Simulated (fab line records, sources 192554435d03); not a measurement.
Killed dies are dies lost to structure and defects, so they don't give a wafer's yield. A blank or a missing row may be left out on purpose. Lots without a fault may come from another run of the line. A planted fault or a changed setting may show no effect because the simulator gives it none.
Which tool did it? | flow n5_finfet | 10 lots, 29 wafers sampled, at 3 steps of a route of 1938

WHAT THE GAUGES READ, wafer by wafer
N5_BEOL_M4_RC_MEAS_101. Usual: DIBL_N 36.0 mV/V, standard deviation 1.6; DIBL_P 35.8 mV/V, standard deviation 2; IOFF_N 0.152 nA/um, standard deviation 0.03; IOFF_P 0.20 nA/um, standard deviation 0.031; ION_N 670 uA/um, standard deviation 12; ION_P 459 uA/um, standard deviation 7.4; SS_N 71.5 mV/dec, standard deviation 0.56; SS_P 73.2 mV/dec, standard deviation 0.64; VT_N 251 mV, standard deviation 3.5; VT_P -252 mV, standard deviation 3.3.
lot  | measured     | on        | DIBL_N (mV/V)  | DIBL_P (mV/V)  | IOFF_N (nA/um)    | IOFF_P (nA/um) | ION_N (uA/um) | ION_P (uA/um) | SS_N (mV/dec)  | SS_P (mV/dec)  | VT_N (mV)   | VT_P (mV)      | flag
L898 | day 9 08:02  | prober-02 | 36.5 36.4 35.1 | 36.9 36.1 35.6 | 0.170 0.159 0.143 | 0.23 0.22 0.22 | 681 664 675   | 467 457 469   | 72.2 72.2 72.0 | 73.9 73.9 73.2 | 246 251 252 | -247 -246 -246 |
L899 | day 9 11:49  | prober-02 | 36.7 36.7 33.5 | 35.8 35.5 31.3 | 0.154 0.141 0.101 | 0.20 0.19 0.15 | 674 657 650   | 462 454 450   | 72.0 71.0 71.0 | 73.0 73.0 72.1 | 251 254 255 | -253 -254 -256 |
L901 | day 9 22:49  | prober-01 | 36.7 35.8      | 37.3 35.5      | 0.176 0.165       | 0.21 0.19      | 670 667       | 452 456       | 71.8 71.8      | 73.2 73.5      | 251 247     | -251 -254      |
L907 | day 11 07:01 | prober-01 | 33.3 34.2 36.2 | 33.0 35.2 38.0 | 0.110 0.129 0.170 | 0.16 0.19 0.23 | 659 661 678   | 457 457 463   | 71.8 71.1 71.6 | 72.7 73.3 73.7 | 253 252 249 | -254 -252 -247 |
L908 | day 11 12:44 | prober-02 | 35.8 35.1 36.3 | 35.9 35.9 36.2 | 0.134 0.132 0.141 | 0.17 0.18 0.17 | 677 669 662   | 452 467 451   | 71.8 71.2 71.6 | 72.7 72.4 73.2 | 252 252 253 | -258 -256 -258 |
L919 | day 14 03:56 | prober-02 | 35.4 35.7 38.8 | 35.1 37.0 40.0 | 0.126 0.139 0.190 | 0.16 0.18 0.23 | 651 671 671   | 441 461 449   | 71.2 71.3 72.2 | 72.9 73.1 74.8 | 253 253 247 | -254 -252 -251 |
L917 | day 14 05:24 | prober-02 | 35.8 33.6 34.9 | 34.9 31.3 33.4 | 0.155 0.109 0.135 | 0.19 0.14 0.17 | 680 653 674   | 462 449 463   | 71.8 71.5 71.9 | 72.8 73.0 72.8 | 249 257 250 | -252 -256 -253 |
L918 | day 14 16:58 | prober-02 | 35.5 36.1 35.4 | 33.7 34.1 33.8 | 0.136 0.144 0.135 | 0.21 0.21 0.20 | 674 661 664   | 473 459 459   | 70.9 71.4 71.3 | 72.8 73.5 73.4 | 254 251 251 | -250 -246 -247 |
L920 | day 15 06:46 | prober-01 | 35.3 35.7 37.0 | 36.1 36.1 37.1 | 0.156 0.171 0.177 | 0.23 0.22 0.23 | 681 677 676   | 467 468 465   | 71.0 71.2 71.9 | 73.7 74.0 74.4 | 248 249 251 | -249 -250 -250 |
L921 | day 15 11:20 | prober-02 | 34.3 31.8 33.2 | 34.4 30.1 32.1 | 0.129 0.087 0.113 | 0.17 0.11 0.14 | 655 632 658   | 454 435 449   | 70.4 71.7 71.2 | 72.7 71.6 72.2 | 250 259 255 | -253 -261 -258 |

N5_BEOL_M12_OVL_MEAS_11. Usual: V11_OVL 0 nm, standard deviation 5.7.
lot  | measured     | on         | V11_OVL (nm) | flag
L898 | day 12 02:30 | overlay-02 | -4 -7 -2     |
L899 | day 12 09:41 | overlay-02 | -9 -4 -9     |
L901 | day 12 17:46 | overlay-02 | -5 -4        |
L907 | day 14 01:06 | overlay-02 | -4 -5 2      |
L908 | day 14 08:22 | overlay-02 | 0 7 6        |
L919 | day 17 05:21 | overlay-01 | -2 -10 -7    |
L917 | day 17 04:01 | overlay-02 | 4 7 9        |
L918 | day 17 14:53 | overlay-02 | 1 7 3        |
L920 | day 18 09:18 | overlay-01 | 4 2 -4       |
L921 | day 18 06:29 | overlay-02 | 12 7 5       |

WHICH TOOL RAN EACH LOT (tool, then ch and the chambers of the sampled wafers, then the start)
lot  | N5_BEOL_M11_ANNEAL_51
L898 | rtp_anneal-02 ch 0, day 12 01:11
L899 | rtp_anneal-01 ch 0, day 12 08:29
L901 | rtp_anneal-02 ch 0, day 12 16:26
L907 | rtp_anneal-01 ch 0, day 13 23:51
L908 | rtp_anneal-01 ch 0, day 14 06:59
L919 | rtp_anneal-01 ch 0, day 17 03:58
L917 | rtp_anneal-02 ch 0, day 17 02:20
L918 | rtp_anneal-02 ch 0, day 17 13:14
L920 | rtp_anneal-02 ch 0, day 18 07:56
L921 | rtp_anneal-01 ch 0, day 18 05:13
- N5_BEOL_M11_ANNEAL_51: time 90 s.

WHAT THE TOOLS THEMSELVES READ (means of the sampled wafers that have a number; where no wafer has one, the mark that the record gives instead)
N5_BEOL_M11_ANNEAL_51. Usual: wafer_temp_C_max 226.20, standard deviation 0.29.
lot  | tool          | wafer_temp_C_max | flag
L898 | rtp_anneal-02 | 226.27           |
L899 | rtp_anneal-01 | 226.64           |
L901 | rtp_anneal-02 | 226.53           |
L907 | rtp_anneal-01 | 226.10           |
L908 | rtp_anneal-01 | 226.53           |
L919 | rtp_anneal-01 | 226.04           |
L917 | rtp_anneal-02 | 226.24           |
L918 | rtp_anneal-02 | 226.48           |
L920 | rtp_anneal-02 | 226.10           |
L921 | rtp_anneal-01 | 226.47           |

THE ANSWER, worked out from the rows above alone
Rule: a lot is off if the mean of its wafers that have a number lies more than 3 standard deviations from the usual mean. A lot without any number at a reading at which 4 lots or more have one is off too. The other lots that the step has rows for count as sound. The gauges are gone through in route order, then the tools' own readings, and for those a lot's mean is taken as printed above. The first step at which some lot is off is used, and at that step the reading that is off furthest; a lot without a number counts as furthest.
No lot is off at any reading shown: from this, nothing can be told.

WHAT THE SIMULATOR HAD PUT IN
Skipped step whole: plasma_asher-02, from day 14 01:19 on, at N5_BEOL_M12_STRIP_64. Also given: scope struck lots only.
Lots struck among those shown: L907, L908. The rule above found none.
